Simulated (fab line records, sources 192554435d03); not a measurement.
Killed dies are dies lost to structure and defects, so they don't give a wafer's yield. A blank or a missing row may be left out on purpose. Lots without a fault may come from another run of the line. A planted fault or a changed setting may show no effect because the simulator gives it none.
Split-lot experiment | flow n5_finfet | 7 lots, 21 wafers read, on a route of 1938 steps

THE SPLIT
At N5_BEOL_M8_PECVD_70 (deposits SiO2 from TEOS/O2, target thk 20 nm, time 22.7 s), the setting temp_c was moved away from the recipe's 400 C on 3 of the 21 wafers read, by -3.6% to +4.0%. The other wafers ran this setting at the recipe's value.

FROM THE SPLIT TO THE READING: what the file shows between them, 8 steps
- N5_BEOL_M8_HM_DEP_02: deposits TiN, target thk 20 nm (also split here: target_thk_a)
- N5_BEOL_M8_COAT_59: time 60 s, resist thk 100 nm
- N5_BEOL_M8_COAT_60: time 60 s, resist thk 35 nm
- N5_BEOL_M8_STRIP_68: strips in N2/H2
- N5_BEOL_M8_STRIP_67: strips in CF4
- N5_BEOL_M8_HM_OPEN_17: chemistry Cl2/BCl3, target TiN, target depth 20 nm, overetch 6 nm
- N5_BEOL_M8_STRIP_19: strips in O2
- N5_BEOL_M8_STRIP_80: strips in N2/H2, time 10 s

THE READING
SiO2_of_BEOL_M8_PECVD_70.thk_nm (the simulator's own value, which no gauge read), in nm, at N5_BEOL_M8_HM_STRIP_39 (strips TiN in peroxide tin strip, target depth 25 nm, time 158 s). The file gives no usual value for it. The 18 wafers here that ran the recipe average 20.0 nm, standard deviation 0.21 nm.

wafer  | tool, chamber at the split | temp_c as run, C | against the recipe | SiO2_of_BEOL_M8_PECVD_70.thk_nm, nm | against lot-mates on the recipe
L077.2 | pecvd-01, 2                | 389.3            | -2.7%              | 21.4                                | +1.4
L077.3 | pecvd-01, 0                | 400              | recipe             | 19.8                                | -
L077.6 | pecvd-01, 0                | 400              | recipe             | 20.2                                | -
L081.1 | pecvd-01, 2,0,1            | 400              | recipe             | 20                                  | -
L081.4 | pecvd-01, 2,0,1            | 400              | recipe             | 20                                  | -
L081.5 | pecvd-01, 2,0,1            | 400              | recipe             | 20                                  | -
L082.1 | pecvd-03, 2                | 400              | recipe             | 20                                  | -
L082.5 | pecvd-03, 2                | 400              | recipe             | 20                                  | -
L082.6 | pecvd-03, 1                | 385.7            | -3.6%              | 22                                  | +2.0
L087.1 | pecvd-03, 1                | 400              | recipe             | 20                                  | -
L087.4 | pecvd-03, 0                | 400              | recipe             | 20                                  | -
L087.5 | pecvd-03, 2                | 400              | recipe             | 20.2                                | -
L089.1 | pecvd-03, 2                | 416.2            | +4.0%              | 18.2                                | -1.9
L089.3 | pecvd-03, 1                | 400              | recipe             | 19.8                                | -
L089.5 | pecvd-03, 0                | 400              | recipe             | 20.4                                | -
L091.1 | pecvd-01, 1                | 400              | recipe             | 19.8                                | -
L091.2 | pecvd-01, 0                | 400              | recipe             | 19.8                                | -
L091.6 | pecvd-01, 0                | 400              | recipe             | 20.4                                | -
L096.1 | pecvd-01, 0                | 400              | recipe             | 19.6                                | -
L096.4 | pecvd-01, 1                | 400              | recipe             | 20                                  | -
L096.5 | pecvd-01, 0                | 400              | recipe             | 19.8                                | -
Where a row lists several chambers, the file gives one row for several wafers and doesn't say which wafer went through which chamber.

THE FIT
A straight line over all 21 wafers: SiO2_of_BEOL_M8_PECVD_70.thk_nm changes by -0.5 nm for each +1% of temp_c; r = -0.96; the points scatter about the line by 0.21 nm.
The same after taking each lot's own level away (the mean of its wafers on the recipe; 21 wafers): -0.51 nm for each +1%; r = -0.97; scatter 0.19 nm.
On that fit, the largest move of temp_c shifts the reading by 2.1 nm.
The lots' own levels span 19.80 to 20.10 nm, that is 1.5 times the standard deviation above.
So the lot-to-lot level changes the slope little: the two slopes agree.
Check: with one of the wafers moved furthest among these (+4.0%) left out of the fit, the line predicts -2.22 nm for it against its lot-mates. It came out at -1.9 nm against them.

OTHER SPLITS ON THESE WAFERS
These wafers also went through other splits before the reading. Each is held against what the fit with the lots' levels taken away leaves over:
other split on the same wafers             | wafers away from the commonest value | r with SiO2_of_BEOL_M8_PECVD_70.thk_nm (lot level and that fit taken away)
N5_BEOL_M6_ALD_77 co_reactant_pulse_time_s | 10                                   | -0.02
N5_BEOL_M7_EXPOSE_25 dose_mj               | 6                                    | +0.13
N5_BEOL_M7_VIA_ETCH_34 bias_w              | 8                                    | +0.29
N5_BEOL_M8_HM_DEP_02 target_thk_a          | 5                                    | -0.06

THE WHOLE CHAIN: every reading that the file lists as answering this split, in the file's order
step                   | what it does                                                     | reading                                                                          | change (the file's fit)               | r (the file's)
N5_BEOL_M8_PECVD_70    | deposits SiO2 from TEOS/O2, target thk 20 nm, time 22.7 s        | SiO2_of_BEOL_M8_PECVD_70.thk_nm (the simulator's own value, which no gauge read) | -0.534 nm for each +1% of the setting | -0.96
N5_BEOL_M8_HM_STRIP_39 | strips TiN in peroxide tin strip, target depth 25 nm, time 158 s | SiO2_of_BEOL_M8_PECVD_70.thk_nm (the simulator's own value, which no gauge read) | -0.512 nm for each +1% of the setting | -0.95

THE FILE'S OWN FIT
SiO2_of_BEOL_M8_PECVD_70.thk_nm changes by -0.512 nm for each +1% of temp_c, r = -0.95.
